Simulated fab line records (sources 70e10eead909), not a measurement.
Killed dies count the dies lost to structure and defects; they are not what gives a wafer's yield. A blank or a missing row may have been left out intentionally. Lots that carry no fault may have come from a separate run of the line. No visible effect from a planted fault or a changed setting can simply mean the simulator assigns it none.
Matching of chambers -- flow nandHarc -- rieDiel-07 running NHARC_HYBRID_BOND_ACTIVATE_00: 4 sister chambers
The step chemistry N2, time 60 s. 48 wafers are shown with their chamber, then 12 later ones without.

== WAFERS, EACH WITH ITS CHAMBER ==
wafer,chamber,drypumpMotorCurrentA (A),oesProductAu (a.u.),rfVppV (V)
L075.1,3,6.2,1.000,64.5
L075.4,0,6.1,0.996,63.8
L075.5,1,6.4,1.001,64.8
L078.1,1,6.4,1.009,65.3
L078.4,0,6.1,0.987,63.1
L078.6,2,5.7,1.019,63.6
L077.2,2,5.7,1.012,63.8
L077.4,3,6.1,0.984,64.2
L077.6,1,6.4,1.002,64.5
L079.1,3,6.1,0.991,64.0
L079.2,0,6.1,0.983,65.5
L079.6,3,6.1,0.993,62.8
L080.1,3,6.1,0.991,64.7
L080.2,1,6.4,0.999,63.5
L080.3,2,5.7,1.015,62.5
L081.1,0,6.1,0.989,64.9
L081.3,3,6.1,0.983,64.7
L081.5,0,6.1,0.993,63.9
L082.2,2,5.7,1.015,63.7
L082.5,2,5.7,1.014,64.6
L082.6,3,6.1,1.002,64.1
L082.1,3,6.1,0.999,65.0
L082.3,1,6.4,1.015,63.5
L082.4,0,6.1,0.993,65.5
L083.2,0,6.1,0.995,64.4
L083.4,2,5.7,1.018,64.5
L083.5,0,6.1,0.994,64.3
L084.1,2,5.7,1.024,63.9
L084.3,1,6.4,0.997,65.1
L084.4,1,6.4,1.010,62.7
L085.2,0,6.1,0.986,64.9
L085.3,2,5.7,1.012,63.8
L085.6,1,6.4,1.001,64.8
L086.1,2,5.7,0.994,63.2
L086.4,3,6.2,0.979,64.1
L086.6,1,6.4,1.003,64.3
L087.1,0,6.1,0.998,65.0
L087.3,2,5.8,0.985,62.0
L087.4,1,6.4,0.999,64.3
L088.3,0,6.1,0.992,64.5
L088.4,1,6.4,0.996,63.6
L088.6,2,5.7,0.987,64.0
L089.1,2,5.7,0.996,63.5
L089.2,0,6.1,0.990,64.2
L089.6,2,5.7,0.982,65.3
L090.3,1,6.4,0.998,62.9
L090.4,3,6.1,0.968,65.3
L090.5,2,5.7,0.993,63.5

SIGNATURES, as means of the wafers listed above
reading,chamber 0,chamber 1,chamber 2,chamber 3,scatter within a chamber
drypumpMotorCurrentA,6.100,6.400,5.707,6.120,0.024
oesProductAu,0.99133,1.00250,1.00471,0.98900,0.0099
rfVppV,64.500,64.108,63.707,64.340,0.778
Rule: for a wafer and a chamber, the distance is found by dividing, reading by reading, the gap between the wafer's reading and the chamber's mean by the reading's scatter, squaring, summing and taking the root. If the next closest chamber is less than 2 further off than the closest, the wafer can't be placed; otherwise it belongs to the closest. The scatter: take each reading less its chamber's mean, square it, sum over the shown wafers, divide by the number of wafers less the number of chambers, and take the root.

== WAFERS WITHOUT THEIR CHAMBER ==
wafer,drypumpMotorCurrentA (A),oesProductAu (a.u.),rfVppV (V)
L091.1,5.7,0.994,62.2
L091.2,6.1,0.982,63.3
L091.6,6.4,1.022,65.0
L092.1,6.1,0.997,64.6
L092.2,6.4,1.016,65.7
L092.6,6.4,1.008,63.1
L096.1,6.1,0.992,64.6
L096.2,6.4,1.008,65.0
L096.4,5.7,0.992,63.6
L094.1,6.4,1.007,63.1
L094.4,6.1,1.001,64.7
L094.6,6.1,0.994,64.4

== EACH ONE'S CHAMBER ==
wafer,from the rows above,in truth
L091.1,2,2
L091.2,can't be placed: 3 or 0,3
L091.6,1,1
L092.1,can't be placed: 0 or 3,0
L092.2,1,1
L092.6,1,1
L096.1,can't be placed: 0 or 3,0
L096.2,1,1
L096.4,2,2
L094.1,1,1
L094.4,can't be placed: 0 or 3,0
L094.6,can't be placed: 0 or 3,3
Correct placement for 7 of the 12. Can't be placed from these rows: 5 (the true chamber is among the candidates in 5). Wrongly placed: 0.
